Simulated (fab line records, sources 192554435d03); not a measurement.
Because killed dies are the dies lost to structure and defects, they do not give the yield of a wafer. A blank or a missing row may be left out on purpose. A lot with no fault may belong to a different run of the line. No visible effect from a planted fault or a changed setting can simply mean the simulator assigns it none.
Split-lot study + flow n5Finfet + route with 1938 steps; 7 lots, 39 wafers read

## ABOUT THE SPLIT
At N5_HKMG_FIN_ETCH_32 (etches SOC in N2/H2, target depth 240 nm, time 300 s), the setting targetDepthA was moved away from the recipe's 2400 angstrom on 15 of the 39 wafers read, by -12.4% to +12.5%. For the rest of the wafers, this setting stayed at what the recipe calls for.

Reading taken at the split's own step.

## THE READING
etch.depthNm (the simulator's own value, which no gauge read), in nm, at N5_HKMG_FIN_ETCH_32 (etches SOC in N2/H2, target depth 240 nm, time 300 s). The file does not state a usual value for it. Average 240.8 nm, standard deviation 5.4 nm, over the 24 wafers here run with the recipe.

| wafer  | tool, chamber at the split | targetDepthA as run, angstrom | against the recipe | etch.depthNm, nm | against lot-mates on the recipe |
|--------|----------------------------|-------------------------------|--------------------|------------------|---------------------------------|
| L076.1 | rieDiel-04, 0              | 2400                          | recipe             | 240.5            | -                               |
| L076.2 | rieDiel-04, 2              | 2192                          | -8.7%              | 217.3            | -24.4                           |
| L076.3 | rieDiel-04, 3              | 2400                          | recipe             | 244.8            | -                               |
| L076.4 | rieDiel-04, 1              | 2192                          | -8.7%              | 213.3            | -28.4                           |
| L076.5 | rieDiel-04, 1              | 2192                          | -8.7%              | 212.6            | -29.1                           |
| L076.6 | rieDiel-04, 0              | 2400                          | recipe             | 239.8            | -                               |
| L083.1 | rieDiel-05, 3              | 2182                          | -9.1%              | 220.3            | -22.6                           |
| L083.2 | rieDiel-05, 2              | 2400                          | recipe             | 244.5            | -                               |
| L083.3 | rieDiel-05, 1              | 2182                          | -9.1%              | 226.2            | -16.7                           |
| L083.4 | rieDiel-05, 3              | 2400                          | recipe             | 240.6            | -                               |
| L083.5 | rieDiel-05, 2              | 2400                          | recipe             | 243.5            | -                               |
| L083.6 | rieDiel-05, 1              | 2182                          | -9.1%              | 230.3            | -12.6                           |
| L084.1 | rieDiel-06, 1              | 2124                          | -11.5%             | 217.6            | -18.0                           |
| L084.2 | rieDiel-06, 3              | 2400                          | recipe             | 238.8            | -                               |
| L084.6 | rieDiel-06, 3              | 2400                          | recipe             | 238.8            | -                               |
| L084.3 | rieDiel-06, 0              | 2124                          | -11.5%             | 201.3            | -34.3                           |
| L084.4 | rieDiel-06, 1              | 2124                          | -11.5%             | 219.5            | -16.1                           |
| L084.5 | rieDiel-06, 0              | 2400                          | recipe             | 229.1            | -                               |
| L085.1 | rieDiel-06, 0              | 2102                          | -12.4%             | 200.2            | -45.7                           |
| L085.2 | rieDiel-06, 1              | 2400                          | recipe             | 248.5            | -                               |
| L085.3 | rieDiel-06, 3              | 2102                          | -12.4%             | 211.3            | -34.6                           |
| L085.4 | rieDiel-06, 1              | 2400                          | recipe             | 248.4            | -                               |
| L085.5 | rieDiel-06, 0              | 2102                          | -12.4%             | 201.8            | -44.1                           |
| L085.6 | rieDiel-06, 3              | 2400                          | recipe             | 240.8            | -                               |
| L090.1 | rieDiel-06, 0              | 2400                          | recipe             | 232.4            | -                               |
| L090.2 | rieDiel-06, 2              | 2400                          | recipe             | 244.2            | -                               |
| L090.3 | rieDiel-06, 3              | 2400                          | recipe             | 242.6            | -                               |
| L090.4 | rieDiel-06, 0              | 2400                          | recipe             | 232              | -                               |
| L090.5 | rieDiel-06, 2              | 2400                          | recipe             | 241.7            | -                               |
| L090.6 | rieDiel-06, 3              | 2400                          | recipe             | 242.5            | -                               |
| L095.1 | rieDiel-06, 1              | 2701                          | +12.5%             | 289.4            | +51.9                           |
| L095.2 | rieDiel-06, 0              | 2701                          | +12.5%             | 259.5            | +22.0                           |
| L095.3 | rieDiel-06, 3              | 2400                          | recipe             | 239.7            | -                               |
| L095.4 | rieDiel-06, 2              | 2400                          | recipe             | 241.7            | -                               |
| L095.5 | rieDiel-06, 0              | 2400                          | recipe             | 231.1            | -                               |
| L095.6 | rieDiel-06, 1              | 2701                          | +12.5%             | 288.7            | +51.2                           |
| L096.1 | rieDiel-04, 2              | 2400                          | recipe             | 239.9            | -                               |
| L096.4 | rieDiel-04, 0              | 2400                          | recipe             | 252.7            | -                               |
| L096.6 | rieDiel-04, 2              | 2400                          | recipe             | 239.4            | -                               |

FIT RESULTS
A straight line over all 39 wafers: etch.depthNm changes by +2.74 nm for each +1% of targetDepthA; r = +0.93; the points scatter about the line by 7.3 nm.
The same after taking each lot's own level away (the mean of its wafers on the recipe; 39 wafers): +2.88 nm for each +1%; r = +0.93; scatter 7.5 nm.
The reading moves by 36 nm for the largest change in targetDepthA, on that fit.
The span of the lots' own levels, 235.57 to 245.90 nm, comes to 1.9 times the standard deviation stated above.
Hence the lot-to-lot level has little effect on the slope; both slopes agree.
Check: +34.6 nm against its lot-mates is what the line predicts for one of the wafers moved furthest among these (+12.5%) when that wafer is left out of the fit. It came out at +51.9 nm against them.

## THE WHOLE CHAIN: every reading that the file lists as answering this split, in the file's order
| step                | what it does                                         | reading                                                                  | change (the file's fit)              | r (the file's) |
|---------------------|------------------------------------------------------|--------------------------------------------------------------------------|--------------------------------------|----------------|
| N5_HKMG_FIN_ETCH_32 | etches SOC in N2/H2, target depth 240 nm, time 300 s | HKMG_FIN.featureDepthNm (the simulator's own value, which no gauge read) | +2.82 nm for each +1% of the setting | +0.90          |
| N5_HKMG_FIN_ETCH_32 | etches SOC in N2/H2, target depth 240 nm, time 300 s | etch.depthNm (the simulator's own value, which no gauge read)            | +2.82 nm for each +1% of the setting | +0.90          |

## FILE'S OWN FIT
etch.depthNm changes by +2.82 nm for each +1% of targetDepthA, r = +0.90.
